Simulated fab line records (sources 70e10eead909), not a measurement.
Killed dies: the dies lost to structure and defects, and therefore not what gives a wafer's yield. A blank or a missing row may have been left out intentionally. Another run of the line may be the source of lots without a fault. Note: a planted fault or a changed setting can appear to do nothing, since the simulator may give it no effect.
fab line records	flow nand_harc	part 1 of 2: steps 1 to 4 of 6
record: lots: 22	wafers: 66	last_day: 33
route steps=1302 shown A_STAIRCASE@736
lots untouched by any fault: they come from a run of this same line in which no faults occurred
start_h: hours from the record's opening day to when the first of the lot's shown wafers began	wait_h: time in hours since the lot's previous step	" identical to the entry in the row above	L1.1+2: a row that stands for several wafers	- value missing, or start not given	* or withheld: withheld	< > ~ a bound
route shown NAME@n: a module of which the file shows steps, and the number in the route of the first	usual: mean and standard deviation over wafers with no fault	same: alike in all rows	chamber/n: place in a boat	sites: readings site by site	_std_site: the values' standard deviation	_edge_site: outer sites' mean less inner sites'	radius_mm: for every site, how far away it sits from the centre of the wafer	mask NAME#n: copy n	behind: the tool/chamber that last shaped the wafer	hold: why the lot was held/for how many hours/how that ended	device: transistor that didn't switch, given as n, p or np	end of line: the tests these same wafers got at the end of their route	where a step has no rows: the recipe by itself	killed: the dies lost at the first sort to structure and to defects; this is not the yield of the wafer	map: dies across one wafer; x = killed, . = not, _ = none there
set.NAME: setting as actually run; set.NAME@STEP: the setting as run at that earlier step	model.NAME: the simulator's own value behind a step, which no gauge read
the route's steps for a sample of lots (tables are steps, rows are wafers)
services: the hour from which a tool's chamber was out of use, counted from the record's first day as start_h (under 0 if before that day), plus the number of hours and why
== steps ==
step: NHARC_A_STAIRCASE_TRIM_222
recipe: time_s: 211.2	o2_flow_sccm: 500	ar_flow_sccm: 0	bias_w: 0	chemistry: O2
usual: drypump_motor_current_A: 5.6/0.62	oes_product_au: 0.999/0.01	rf_vpp_V: 57.8/0.96	showerhead_plenum_p_Torr: 3.54/0.15	throttle_valve_pct: 17.037/0.0086
lot.wafer	tool	chamber	start_h	wait_h	drypump_motor_current_A	oes_product_au	rf_hours_counter_h	rf_vpp_V	showerhead_plenum_p_Torr	throttle_valve_pct
L074.1	rie_diel-02	3	-	-	4.9	0.992	39	57.6	3.39	17.033
L074.2	"	0	"	"	6.7	0.988	39	57.0	3.76	17.040
L074.3	"	1	"	"	6.3	0.984	45	57.2	3.60	17.037
L076.3	rie_diel-09	0	-	-	6.1	0.995	21	57.0	3.74	17.035
L076.2	"	2	"	"	5.0	0.988	23	56.1	3.28	17.040
L076.6	"	3	"	"	4.7	1.007	-	58.0	3.54	17.033
L075.4	rie_diel-09	2	-	-	5.0	0.987	24	58.1	3.28	17.035
L075.2	"	0	"	"	6.1	0.990	21	58.4	3.74	17.045
L075.6	"	1	"	"	6.2	0.998	-	57.5	3.50	17.049
L077.4	rie_diel-09	0	-	-	6.1	0.988	25	57.6	3.73	17.033
L077.6	"	2	"	"	5.0	0.993	-	56.2	3.28	17.031
L077.5	"	3	"	"	4.7	1.012	-	56.5	3.54	17.043
L078.4	rie_diel-09	1	-	-	6.2	0.998	27	58.8	3.49	17.026
L078.3	"	3	"	"	4.7	0.998	28	57.6	3.54	17.024
L078.6	"	0	"	"	6.2	0.987	-	57.8	3.73	17.049
L079.4	rie_diel-02	0	-	-	6.7	1.016	2	58.5	3.75	17.035
L079.1	"	2	"	"	5.7	0.995	2	57.4	3.59	17.045
L079.5	"	1	"	"	6.3	0.989	-	58.8	3.60	17.031
L080.4	rie_diel-09	0	-	-	6.1	0.996	31	59.4	3.73	17.027
L080.3	"	3	"	"	4.7	1.013	33	57.4	3.54	17.034
L080.5	"	1	"	"	6.2	0.993	-	58.1	3.49	17.036
L081.2	rie_diel-09	2	-	-	5.0	0.983	43	55.9	3.27	17.025
L081.3	"	0	"	"	6.1	1.003	37	57.7	3.73	17.045
L081.5	"	2	"	"	5.0	0.990	-	57.2	3.27	17.033
L082.4	rie_diel-08	0	-	-	5.5	1.004	26	57.9	3.40	17.020
L082.2	"	2	"	"	5.6	0.996	25	58.7	3.49	17.023
L082.5	"	0	"	"	5.6	1.007	-	57.3	3.40	17.033
L083.1	rie_diel-08	1	-	-	5.6	1.008	22	59.1	3.77	17.037
L083.5	"	2	"	"	5.6	1.005	-	57.7	3.49	17.027
L083.6	"	3	"	"	4.9	1.002	-	57.6	3.49	17.051
L084.3	rie_diel-09	1	-	-	6.2	0.994	47	57.9	3.48	17.030
L084.1	"	2	"	"	5.0	0.995	50	57.4	3.27	17.034
L084.6	"	2	"	"	5.0	0.990	-	55.6	3.27	17.022
L085.3	rie_diel-09	2	-	-	5.0	0.986	57	56.7	3.27	17.027
L085.4	"	1	"	"	6.3	0.984	54	58.1	3.48	17.042
L085.6	"	2	"	"	5.0	0.989	-	57.3	3.27	17.026
L087.4	rie_diel-09	3	-	-	4.7	1.014	53	57.3	3.53	17.037
L087.1	"	0	"	"	6.2	1.011	59	60.5	3.71	17.030
L087.3	"	1	"	"	6.2	1.004	61	57.8	3.48	17.042
L086.4	rie_diel-02	2	-	-	5.7	0.991	23	55.9	3.58	17.032
L086.6	"	3	"	"	5.0	0.988	-	58.3	3.37	17.039
L086.5	"	0	"	"	6.7	1.011	-	56.1	3.74	17.045
L088.2	rie_diel-08	2	-	-	5.6	1.004	40	57.1	3.48	17.024
L088.4	"	3	"	"	4.8	1.015	42	56.7	3.49	17.047
L088.5	"	1	"	"	5.6	1.007	-	57.9	3.76	17.033
L090.1	rie_diel-08	0	-	-	5.5	1.004	51	57.4	3.38	17.034
L090.3	"	1	"	"	5.6	0.996	50	58.9	3.75	17.036
L090.4	"	3	"	"	4.9	1.014	48	57.6	3.48	17.042
L091.3	rie_diel-08	1	-	-	5.6	1.004	51	56.9	3.75	17.043
L091.2	"	2	"	"	5.6	1.013	50	57.1	3.48	17.047
L091.5	"	0	"	"	5.6	1.010	-	56.6	3.38	17.053
L092.2	rie_diel-02	0	-	-	6.7	1.011	55	59.6	3.72	17.022
L092.1	"	2	"	"	5.7	0.990	47	58.0	3.57	17.035
L092.4	"	3	"	"	5.0	0.991	57	56.6	3.36	17.042
L094.2	rie_diel-09	0	-	-	6.1	0.988	18	59.0	3.70	17.057
L094.4	"	0	"	"	6.1	0.991	-	60.1	3.70	17.052
L094.6	"	2	"	"	5.0	0.986	-	58.6	3.80	17.044
L093.1	rie_diel-08	3	-	-	4.9	1.003	1	58.5	3.48	17.029
L093.3	"	0	"	"	5.5	1.015	1	58.7	3.38	17.067
L093.5	"	0	"	"	5.6	1.006	-	57.9	3.38	17.029
L097.4	rie_diel-02	1	-	-	6.3	0.996	2	57.4	3.56	17.040
L097.2	"	2	"	"	5.7	1.005	1	57.7	3.56	17.042
L097.3	"	3	"	"	4.9	0.993	1	58.6	3.35	17.026
L096.4	rie_diel-09	1	-	-	6.2	0.974	8	58.2	3.47	17.035
L096.5	"	3	"	"	4.7	0.995	-	57.3	3.51	17.035
L096.6	"	0	"	"	6.2	0.987	-	57.3	3.69	17.029
step: NHARC_A_STAIRCASE_TRIM_229
recipe: time_s: 211.2	o2_flow_sccm: 500	ar_flow_sccm: 0	bias_w: 0	chemistry: O2
usual: drypump_motor_current_A: 5.6/0.54	oes_product_au: 1.001/0.01	rf_vpp_V: 57.9/0.84	showerhead_plenum_p_Torr: 3.54/0.14	throttle_valve_pct: 17.035/0.0084
lot.wafer	tool	chamber	start_h	wait_h	drypump_motor_current_A	oes_product_au	rf_hours_counter_h	rf_vpp_V	showerhead_plenum_p_Torr	throttle_valve_pct
L074.1	rie_diel-08	3	364.67	0.1	4.8	1.018	57	57.6	3.51	17.020
L074.2	"	0	"	"	5.5	1.003	54	57.2	3.41	17.044
L074.3	"	1	"	"	5.6	0.988	49	57.6	3.78	17.042
L076.2	rie_diel-02	1	379.24	0.1	6.4	1.009	51	57.4	3.60	17.028
L076.3	"	2	"	"	5.7	0.992	46	57.5	3.60	17.044
L076.6	"	2	"	"	5.7	0.994	-	57.4	3.60	17.049
L075.2	rie_diel-08	0	380.92	0.1	5.5	0.999	1	58.5	3.41	17.025
L075.6	"	1	"	"	5.6	1.004	-	58.3	3.78	17.042
L075.4	"	3	"	"	4.9	1.012	-	57.9	3.51	17.037
L077.4	rie_diel-09	1	397.57	0.1	6.3	0.981	26	57.1	3.49	17.043
L077.5	"	3	"	"	4.7	1.012	-	59.5	3.54	17.034
L077.6	"	0	"	"	6.1	0.978	-	58.5	3.73	17.038
L078.4	rie_diel-09	1	398.97	0.1	6.3	0.997	27	58.9	3.49	17.032
L078.3	"	2	"	"	5.0	0.985	31	58.3	3.28	17.044
L078.6	"	0	"	"	6.1	0.993	-	58.2	3.73	17.044
L079.4	rie_diel-08	1	409.28	0.1	5.6	1.002	10	56.6	3.77	17.036
L079.1	"	2	"	"	5.6	0.994	11	57.6	3.50	17.045
L079.5	"	0	"	"	5.6	0.995	-	56.9	3.40	17.031
L080.3	rie_diel-02	1	411.67	0.1	6.3	0.991	3	57.5	3.60	17.042
L080.4	"	3	"	"	5.0	1.012	2	58.7	3.39	17.024
L080.5	"	1	"	"	6.3	0.993	-	57.8	3.59	17.041
L081.3	rie_diel-09	2	430.90	0.1	5.0	0.983	43	56.8	3.27	17.032
L081.2	"	3	"	"	4.7	1.014	41	56.3	3.53	17.030
L081.5	"	2	"	"	5.0	0.984	-	56.9	3.27	17.041
L082.2	rie_diel-02	3	452.18	0.1	4.9	1.000	17	57.3	3.38	17.029
L082.4	"	1	"	"	6.3	0.995	15	59.1	3.59	17.030
L082.5	"	2	"	"	5.7	0.993	-	58.7	3.59	17.026
L083.1	rie_diel-09	0	452.41	0.1	6.1	0.998	45	57.4	3.72	17.052
L083.6	"	2	"	"	5.0	0.992	-	57.5	3.27	17.036
L083.5	"	0	"	"	6.1	1.001	-	58.5	3.72	17.025
L084.1	rie_diel-08	2	456.80	0.1	5.6	1.006	26	57.0	3.49	17.031
L084.3	"	3	"	"	4.8	1.004	28	58.0	3.49	17.046
L084.6	"	1	"	"	5.6	0.998	-	57.1	3.76	17.038
L085.3	rie_diel-02	0	469.39	0.1	6.7	1.016	26	59.3	3.74	17.035
L085.4	"	1	"	"	6.3	0.980	23	58.2	3.58	17.032
L085.6	"	3	"	"	4.9	0.985	-	58.0	3.37	17.029
L087.4	rie_diel-08	2	483.11	0.1	5.6	1.006	34	59.8	3.49	17.045
L087.3	"	3	"	"	4.9	1.009	36	58.2	3.49	17.041
L087.1	"	1	"	"	5.6	1.015	34	61.2	3.76	17.043
L086.4	rie_diel-08	3	484.93	0.1	4.9	1.007	36	59.3	3.49	17.038
L086.5	"	0	"	"	5.6	1.007	-	57.6	3.39	17.031
L086.6	"	1	"	"	5.6	1.009	-	57.5	3.76	17.044
L088.2	rie_diel-08	3	504.40	0.1	4.9	1.012	43	58.9	3.48	17.037
L088.4	"	0	"	"	5.5	1.003	45	57.5	3.39	17.048
L088.5	"	2	"	"	5.6	1.007	-	57.3	3.48	17.036
L090.1	rie_diel-08	0	527.18	0.1	5.6	1.011	52	58.3	3.38	17.029
L090.3	"	1	"	"	5.6	1.006	50	59.2	3.75	17.045
L090.4	"	3	"	"	4.9	1.005	49	58.4	3.48	17.023
L091.2	rie_diel-08	0	532.53	0.1	5.6	1.012	53	59.0	3.38	17.028
L091.3	"	1	"	"	5.6	0.999	51	58.6	3.75	17.036
L091.5	"	1	"	"	5.6	0.999	-	58.5	3.75	17.027
L092.2	rie_diel-08	2	555.00	0.1	5.6	0.997	0	57.6	3.48	17.039
L092.1	"	0	"	"	5.6	1.003	0	57.7	3.38	17.038
L092.4	"	1	"	"	5.6	1.003	0	58.5	3.75	17.051
L094.2	rie_diel-02	2	558.99	0.1	5.7	0.994	49	58.2	3.57	17.025
L094.4	"	3	"	"	4.9	0.989	59	58.6	3.35	17.040
L094.6	"	2	"	"	5.7	0.999	-	59.0	3.57	17.032
L093.1	rie_diel-08	2	559.46	0.1	5.6	1.007	2	58.4	3.48	17.039
L093.3	"	3	"	"	4.9	1.003	2	56.2	3.48	17.034
L093.5	"	2	"	"	5.6	0.998	-	58.2	3.48	17.043
L097.3	rie_diel-08	0	585.03	0.1	5.6	1.012	11	58.1	3.38	17.024
L097.4	"	1	"	"	5.6	0.987	4	57.8	3.75	17.042
L097.2	"	2	"	"	5.6	1.000	11	58.4	3.47	17.036
L096.4	rie_diel-08	1	586.46	0.1	5.6	1.002	4	58.1	3.74	17.044
L096.5	"	2	"	"	5.6	0.992	-	57.3	3.47	17.036
L096.6	"	3	"	"	4.9	1.017	-	56.7	3.47	17.045
step: NHARC_A_STAIRCASE_ETCH_234
recipe: target_depth_a: 1000	time_s: 40.5	ion_energy_ev: 400	c4f8_flow_sccm: 20	o2_flow_sccm: 10	ar_flow_sccm: withheld	rf_w: 600	bias_w: 1000	chemistry: C4F8/O2
usual: oes_product_au: 0.947/0.014	rf_fwd_power_W: 592/3.2	rf_vpp_V: 896/5.2
lot.wafer	tool	chamber	start_h	wait_h	oes_product_au	rf_fwd_power_W	rf_hours_counter_h	rf_vpp_V
L074.3	rie_diel-08	1	-	-	0.924	592	49	906
L074.1	"	2	"	"	0.924	589	53	896
L074.2	"	3	"	"	0.948	595	58	897
L076.3	rie_diel-02	2	-	-	0.938	596	47	898
L076.2	"	1	"	"	0.934	596	52	898
L076.6	"	3	"	"	0.965	589	-	889
L075.2	rie_diel-08	3	-	-	0.947	588	1	896
L075.6	"	3	"	"	0.941	587	-	896
L075.4	"	0	"	"	0.938	590	-	893
L077.4	rie_diel-09	0	-	-	0.918	593	27	904
L077.6	"	2	"	"	0.914	594	-	886
L077.5	"	3	"	"	0.932	593	-	896
L078.4	rie_diel-09	0	-	-	0.930	593	27	903
L078.3	"	3	"	"	0.948	595	29	896
L078.6	"	0	"	"	0.931	597	-	904
L079.1	rie_diel-08	3	-	-	0.962	593	13	896
L079.4	"	0	"	"	0.956	589	15	892
L079.5	"	2	"	"	0.950	592	-	894
L080.4	rie_diel-02	0	-	-	0.975	588	3	905
L080.3	"	2	"	"	0.943	595	3	898
L080.5	"	3	"	"	0.969	588	-	892
L081.3	rie_diel-09	1	-	-	0.939	591	38	895
L081.2	"	2	"	"	0.935	593	43	887
L081.5	"	1	"	"	0.930	592	-	895
L082.2	rie_diel-02	0	-	-	0.945	586	18	905
L082.4	"	1	"	"	0.926	592	16	898
L082.5	"	0	"	"	0.946	586	-	903
L083.1	rie_diel-09	1	-	-	0.919	588	47	894
L083.6	"	0	"	"	0.924	597	-	903
L083.5	"	1	"	"	0.930	591	-	893
L084.3	rie_diel-08	0	-	-	0.949	591	28	892
L084.1	"	1	"	"	0.939	595	23	905
L084.6	"	3	"	"	0.976	593	-	894
L085.4	rie_diel-02	2	-	-	0.941	597	18	896
L085.3	"	3	"	"	0.942	589	26	891
L085.6	"	2	"	"	0.943	595	-	899
L087.3	rie_diel-08	1	-	-	0.976	594	34	902
L087.4	"	2	"	"	0.959	591	34	894
L087.1	"	0	"	"	0.944	592	39	892
L086.4	rie_diel-08	2	-	-	0.949	595	34	895
L086.5	"	1	"	"	0.963	594	-	904
L086.6	"	2	"	"	0.953	591	-	893
L088.4	rie_diel-08	3	-	-	0.954	592	43	893
L088.2	"	0	"	"	0.931	588	46	890
L088.5	"	1	"	"	0.934	595	-	905
L090.1	rie_diel-08	1	-	-	0.951	592	50	902
L090.3	"	2	"	"	0.959	589	50	896
L090.4	"	3	"	"	0.942	592	49	895
L091.3	rie_diel-08	3	-	-	0.956	592	50	895
L091.2	"	2	"	"	0.955	594	51	894
L091.5	"	0	"	"	0.955	590	-	890
L092.2	rie_diel-08	3	-	-	0.956	593	1	894
L092.4	"	0	"	"	0.956	592	1	889
L092.1	"	1	"	"	0.943	593	1	905
L094.4	rie_diel-02	3	-	-	0.952	591	59	891
L094.2	"	0	"	"	0.952	591	58	903
L094.6	"	1	"	"	0.928	597	-	898
L093.1	rie_diel-08	0	-	-	0.967	588	2	891
L093.3	"	2	"	"	0.942	590	2	893
L093.5	"	2	"	"	0.939	594	-	895
L097.4	rie_diel-08	3	-	-	0.964	595	11	894
L097.2	"	0	"	"	0.948	589	11	889
L097.3	"	1	"	"	0.959	592	4	904
L096.4	rie_diel-08	0	-	-	0.961	593	12	890
L096.6	"	3	"	"	0.946	593	-	895
L096.5	"	0	"	"	0.956	589	-	889
step: NHARC_A_STAIRCASE_TRIM_235
recipe: time_s: 211.2	o2_flow_sccm: 500	ar_flow_sccm: 0	bias_w: 0	chemistry: O2
usual: drypump_motor_current_A: 5.6/0.56	oes_product_au: 1.001/0.0093	rf_vpp_V: 57.7/0.9	showerhead_plenum_p_Torr: 3.54/0.14	throttle_valve_pct: 17.036/0.0094
lot.wafer	tool	chamber	start_h	wait_h	drypump_motor_current_A	oes_product_au	rf_hours_counter_h	rf_vpp_V	showerhead_plenum_p_Torr	throttle_valve_pct
L074.1	rie_diel-08	0	-	-	5.6	1.003	54	57.3	3.41	17.036
L074.3	"	1	"	"	5.6	0.993	49	57.1	3.78	17.038
L074.2	"	2	"	"	5.6	1.002	53	58.3	3.51	17.020
L076.3	rie_diel-02	3	-	-	4.9	1.005	45	58.9	3.39	17.032
L076.2	"	1	"	"	6.3	0.995	52	58.2	3.60	17.024
L076.6	"	2	"	"	5.7	1.012	-	57.7	3.60	17.035
L075.2	rie_diel-08	3	-	-	4.9	1.006	1	57.0	3.51	17.045
L075.4	"	1	"	"	5.6	1.002	-	56.9	3.78	17.019
L075.6	"	0	"	"	5.5	0.988	-	58.2	3.41	17.035
L077.4	rie_diel-09	3	-	-	4.7	1.005	29	56.9	3.54	17.038
L077.5	"	3	"	"	4.7	1.008	-	56.1	3.54	17.041
L077.6	"	0	"	"	6.2	0.991	-	58.9	3.73	17.045
L078.4	rie_diel-09	2	-	-	5.0	0.992	31	57.5	3.28	17.024
L078.3	"	3	"	"	4.7	1.010	29	59.2	3.54	17.044
L078.6	"	3	"	"	4.7	1.010	-	59.3	3.54	17.035
L079.4	rie_diel-08	2	-	-	5.6	0.999	12	58.0	3.50	17.031
L079.1	"	3	"	"	4.9	1.018	13	57.3	3.50	17.033
L079.5	"	3	"	"	4.9	1.014	-	57.5	3.50	17.034
L080.3	rie_diel-02	0	-	-	6.7	1.025	3	59.7	3.75	17.047
L080.4	"	1	"	"	6.3	0.991	3	56.2	3.59	17.036
L080.5	"	0	"	"	6.7	1.003	-	58.6	3.75	17.042
L081.3	rie_diel-09	0	-	-	6.1	0.991	38	56.5	3.73	17.028
L081.2	"	2	"	"	5.0	0.981	44	57.7	3.27	17.051
L081.5	"	0	"	"	6.2	0.998	-	57.9	3.73	17.047
L082.2	rie_diel-02	0	-	-	6.7	1.013	18	57.2	3.75	17.029
L082.4	"	3	"	"	4.9	0.999	17	56.4	3.38	17.045
L082.5	"	0	"	"	6.7	1.017	-	58.0	3.75	17.040
L083.1	rie_diel-09	0	-	-	6.1	0.997	46	57.6	3.72	17.048
L083.6	"	2	"	"	5.0	1.003	-	55.9	3.27	17.036
L083.5	"	0	"	"	6.1	0.999	-	58.1	3.72	17.049
L084.3	rie_diel-08	2	-	-	5.6	0.997	26	58.6	3.49	17.043
L084.1	"	3	"	"	4.8	1.006	28	57.8	3.49	17.047
L084.6	"	2	"	"	5.6	0.993	-	57.3	3.49	17.044
L085.4	rie_diel-02	2	-	-	5.7	1.004	18	57.8	3.58	17.044
L085.3	"	3	"	"	4.9	1.001	26	57.6	3.37	17.032
L085.6	"	1	"	"	6.3	0.997	-	56.1	3.58	17.048
L087.4	rie_diel-08	3	-	-	4.9	1.008	36	58.7	3.49	17.021
L087.1	"	1	"	"	5.6	1.001	34	57.6	3.76	17.029
L087.3	"	2	"	"	5.6	0.992	34	56.5	3.49	17.032
L086.4	rie_diel-08	1	-	-	5.6	1.002	35	58.1	3.76	17.027
L086.6	"	1	"	"	5.6	0.992	-	57.6	3.76	17.035
L086.5	"	2	"	"	5.6	0.988	-	57.1	3.49	17.037
L088.2	rie_diel-08	3	-	-	4.9	1.003	43	57.5	3.48	17.021
L088.4	"	0	"	"	5.5	1.004	46	58.2	3.39	17.032
L088.5	"	1	"	"	5.6	1.008	-	56.9	3.76	17.016
L090.1	rie_diel-08	3	-	-	4.9	1.017	49	57.8	3.48	17.037
L090.3	"	0	"	"	5.6	1.013	52	57.7	3.38	17.036
L090.4	"	1	"	"	5.6	1.000	50	59.0	3.75	17.036
L091.3	rie_diel-08	1	-	-	5.6	1.002	52	58.1	3.75	17.037
L091.2	"	3	"	"	4.9	1.004	50	58.8	3.48	17.043
L091.5	"	1	"	"	5.6	1.008	-	59.3	3.75	17.048
L092.1	rie_diel-08	2	-	-	5.6	0.996	1	56.6	3.48	17.031
L092.4	"	3	"	"	4.9	1.012	1	59.1	3.48	17.035
L092.2	"	1	"	"	5.6	1.007	1	60.2	3.75	17.017
L094.4	rie_diel-02	2	-	-	5.7	0.997	49	56.6	3.57	17.040
L094.2	"	3	"	"	4.9	0.997	59	57.8	3.35	17.037
L094.6	"	3	"	"	4.9	0.997	-	57.4	3.36	17.031
L093.1	rie_diel-08	2	-	-	5.6	1.002	2	58.2	3.48	17.047
L093.3	"	3	"	"	4.9	1.022	2	57.2	3.48	17.026
L093.5	"	0	"	"	5.6	1.012	-	58.3	3.38	17.058
L097.3	rie_diel-08	2	-	-	5.5	0.994	11	56.8	3.47	17.034
L097.4	"	3	"	"	4.8	1.009	11	56.9	3.47	17.034
L097.2	"	1	"	"	5.6	0.992	4	58.8	3.74	17.045
L096.4	rie_diel-08	2	-	-	5.6	1.003	12	57.1	3.47	17.020
L096.5	"	0	"	"	5.6	1.014	-	59.0	3.37	17.047
L096.6	"	1	"	"	5.6	1.006	-	59.0	3.74	17.022
